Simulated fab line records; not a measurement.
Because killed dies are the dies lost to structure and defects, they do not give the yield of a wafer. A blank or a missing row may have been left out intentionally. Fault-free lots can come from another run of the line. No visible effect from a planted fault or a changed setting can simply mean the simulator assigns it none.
Chamber matching ; flow nand-harc ; cmp-01 running NHARC_THIN_TSV_CMP_01: 4 sister chambers
The step polishes. 4 wafers are shown with their chamber, then 9 later ones without.

== EACH WAFER AND ITS CHAMBER ==
wafer;chamber;motor-current-A (A)
L735.3;2;14.1
L744.6;1;12.0
L749.4;3;10.2
L749.5;0;13.3

== WAFERS WITH NO CHAMBER GIVEN ==
wafer;motor-current-A (A)
L752.2;13.7
L752.3;12.0
L752.5;9.8
L751.1;13.6
L751.4;12.5
L751.5;13.6
L754.2;11.9
L754.3;13.4
L754.6;12.2

== WHICH CHAMBER EACH ONE RAN IN ==
wafer;from the rows above;in truth
L752.2;can't be placed: 0 or 2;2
L752.3;1;1
L752.5;3;3
L751.1;can't be placed: 0 or 2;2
L751.4;can't be placed: 1 or 0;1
L751.5;can't be placed: 0 or 2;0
L754.2;1;1
L754.3;0;0
L754.6;1;1
Placed correctly: 5 of 9. Cannot be placed on the basis of these rows: 4; the candidates contain the true chamber in 4. Placed wrongly: 0.
How it was worked out, from the rows above alone: a wafer's distance from a chamber is the root of the sum, over the readings, of the square of ((its reading less the chamber's mean) divided by the reading's scatter). If the next closest chamber is less than 2 further off than the closest, the wafer can't be placed; otherwise it belongs to the closest. Each chamber's mean is taken over the wafers shown for it. The scatter (one wafer shown for each chamber): square how far every hidden wafer sits from the nearest shown wafer, average those squares and take the square root.
